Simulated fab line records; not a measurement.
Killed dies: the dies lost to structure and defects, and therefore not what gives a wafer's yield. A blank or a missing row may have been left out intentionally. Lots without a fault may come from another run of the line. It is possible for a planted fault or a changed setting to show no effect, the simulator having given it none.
Chamber matching || flow n5Finfet || 3 sister chambers for N5_BEOL_M3_ILD_DEP_00 on pecvd-01
The step deposits SiOC from DEMS/O2, target thk 79 nm, time 15.3 s. 22 wafers are shown with their chamber, then 11 later ones without.

WAFERS, EACH WITH ITS CHAMBER
{"wafer": "L076.3", "chamber": 2, "throttleValvePct (%)": 11.1, "showerheadPlenumPTorr (Torr)": 5.688, "heaterPowerW (W)": 639}
{"wafer": "L076.4", "chamber": 2, "throttleValvePct (%)": 10.9, "showerheadPlenumPTorr (Torr)": 5.673, "heaterPowerW (W)": 674}
{"wafer": "L076.6", "chamber": 1, "throttleValvePct (%)": 12.2, "showerheadPlenumPTorr (Torr)": 5.693, "heaterPowerW (W)": 609}
{"wafer": "L078.1", "chamber": 1, "throttleValvePct (%)": 12.3, "showerheadPlenumPTorr (Torr)": 5.672, "heaterPowerW (W)": 640}
{"wafer": "L078.2", "chamber": 2, "throttleValvePct (%)": 11.0, "showerheadPlenumPTorr (Torr)": 5.691, "heaterPowerW (W)": 648}
{"wafer": "L078.5", "chamber": 1, "throttleValvePct (%)": 12.1, "showerheadPlenumPTorr (Torr)": 5.689, "heaterPowerW (W)": 652}
{"wafer": "L081.2", "chamber": 1, "throttleValvePct (%)": 12.3, "showerheadPlenumPTorr (Torr)": 5.687, "heaterPowerW (W)": 658}
{"wafer": "L081.3", "chamber": 1, "throttleValvePct (%)": 12.2, "showerheadPlenumPTorr (Torr)": 5.685, "heaterPowerW (W)": 655}
{"wafer": "L081.4", "chamber": 0, "throttleValvePct (%)": 12.2, "showerheadPlenumPTorr (Torr)": 5.704, "heaterPowerW (W)": 563}
{"wafer": "L085.3", "chamber": 0, "throttleValvePct (%)": 12.5, "showerheadPlenumPTorr (Torr)": 5.695, "heaterPowerW (W)": 606}
{"wafer": "L085.5", "chamber": 0, "throttleValvePct (%)": 12.3, "showerheadPlenumPTorr (Torr)": 5.693, "heaterPowerW (W)": 616}
{"wafer": "L085.6", "chamber": 2, "throttleValvePct (%)": 11.1, "showerheadPlenumPTorr (Torr)": 5.695, "heaterPowerW (W)": 567}
{"wafer": "L087.1", "chamber": 0, "throttleValvePct (%)": 12.5, "showerheadPlenumPTorr (Torr)": 5.705, "heaterPowerW (W)": 618}
{"wafer": "L087.2", "chamber": 1, "throttleValvePct (%)": 12.2, "showerheadPlenumPTorr (Torr)": 5.677, "heaterPowerW (W)": 663}
{"wafer": "L087.5", "chamber": 2, "throttleValvePct (%)": 11.2, "showerheadPlenumPTorr (Torr)": 5.689, "heaterPowerW (W)": 693}
{"wafer": "L090.1", "chamber": 2, "throttleValvePct (%)": 11.4, "showerheadPlenumPTorr (Torr)": 5.685, "heaterPowerW (W)": 602}
{"wafer": "L090.4", "chamber": 0, "throttleValvePct (%)": 12.4, "showerheadPlenumPTorr (Torr)": 5.701, "heaterPowerW (W)": 577}
{"wafer": "L090.5", "chamber": 2, "throttleValvePct (%)": 11.3, "showerheadPlenumPTorr (Torr)": 5.698, "heaterPowerW (W)": 607}
{"wafer": "L092.2", "chamber": 1, "throttleValvePct (%)": 12.3, "showerheadPlenumPTorr (Torr)": 5.672, "heaterPowerW (W)": 656}
{"wafer": "L092.3", "chamber": 0, "throttleValvePct (%)": 12.4, "showerheadPlenumPTorr (Torr)": 5.694, "heaterPowerW (W)": 572}
{"wafer": "L092.6", "chamber": 2, "throttleValvePct (%)": 11.2, "showerheadPlenumPTorr (Torr)": 5.684, "heaterPowerW (W)": 576}
{"wafer": "L094.2", "chamber": 2, "throttleValvePct (%)": 11.3, "showerheadPlenumPTorr (Torr)": 5.688, "heaterPowerW (W)": 616}

SIGNATURES, as means of the wafers listed above
{"reading": "throttleValvePct", "chamber 0": 12.383, "chamber 1": 12.229, "chamber 2": 11.167, "scatter within a chamber": 0.126}
{"reading": "showerheadPlenumPTorr", "chamber 0": 5.69867, "chamber 1": 5.68214, "chamber 2": 5.68789, "scatter within a chamber": 0.00718}
{"reading": "heaterPowerW", "chamber 0": 592.00, "chamber 1": 647.57, "chamber 2": 624.67, "scatter within a chamber": 32}
Rule: for a wafer and a chamber, the distance is found by dividing, reading by reading, the gap between the wafer's reading and the chamber's mean by the reading's scatter, squaring, summing and taking the root. If the next closest chamber is less than 2 further off than the closest, the wafer can't be placed; otherwise it belongs to the closest. The scatter: take each reading less its chamber's mean, square it, sum over the shown wafers, divide by the number of wafers less the number of chambers, and take the root.

WAFERS WHOSE CHAMBER IS MISSING
{"wafer": "L094.3", "throttleValvePct (%)": 12.3, "showerheadPlenumPTorr (Torr)": 5.695, "heaterPowerW (W)": 576}
{"wafer": "L094.4", "throttleValvePct (%)": 12.2, "showerheadPlenumPTorr (Torr)": 5.673, "heaterPowerW (W)": 578}
{"wafer": "L096.3", "throttleValvePct (%)": 11.1, "showerheadPlenumPTorr (Torr)": 5.687, "heaterPowerW (W)": 679}
{"wafer": "L096.4", "throttleValvePct (%)": 12.2, "showerheadPlenumPTorr (Torr)": 5.673, "heaterPowerW (W)": 666}
{"wafer": "L096.5", "throttleValvePct (%)": 12.2, "showerheadPlenumPTorr (Torr)": 5.716, "heaterPowerW (W)": 590}
{"wafer": "L095.3", "throttleValvePct (%)": 11.5, "showerheadPlenumPTorr (Torr)": 5.683, "heaterPowerW (W)": 650}
{"wafer": "L095.5", "throttleValvePct (%)": 11.6, "showerheadPlenumPTorr (Torr)": 5.680, "heaterPowerW (W)": 653}
{"wafer": "L095.6", "throttleValvePct (%)": 12.3, "showerheadPlenumPTorr (Torr)": 5.689, "heaterPowerW (W)": 603}
{"wafer": "L097.2", "throttleValvePct (%)": 12.1, "showerheadPlenumPTorr (Torr)": 5.693, "heaterPowerW (W)": 559}
{"wafer": "L097.4", "throttleValvePct (%)": 12.3, "showerheadPlenumPTorr (Torr)": 5.701, "heaterPowerW (W)": 569}
{"wafer": "L097.5", "throttleValvePct (%)": 11.2, "showerheadPlenumPTorr (Torr)": 5.690, "heaterPowerW (W)": 698}

EACH ONE'S CHAMBER
{"wafer": "L094.3", "from the rows above": "can't be placed: 0 or 1", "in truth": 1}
{"wafer": "L094.4", "from the rows above": "can't be placed: 1 or 0", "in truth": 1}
{"wafer": "L096.3", "from the rows above": 2, "in truth": 2}
{"wafer": "L096.4", "from the rows above": 1, "in truth": 1}
{"wafer": "L096.5", "from the rows above": 0, "in truth": 0}
{"wafer": "L095.3", "from the rows above": 2, "in truth": 2}
{"wafer": "L095.5", "from the rows above": "can't be placed: 2 or 1", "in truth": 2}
{"wafer": "L095.6", "from the rows above": "can't be placed: 0 or 1", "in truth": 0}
{"wafer": "L097.2", "from the rows above": "can't be placed: 0 or 1", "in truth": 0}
{"wafer": "L097.4", "from the rows above": 0, "in truth": 0}
{"wafer": "L097.5", "from the rows above": 2, "in truth": 2}
Correct placement for 6 of the 11. Can't be placed from these rows: 5 (the true chamber is among the candidates in 5). Number placed wrongly: 0.
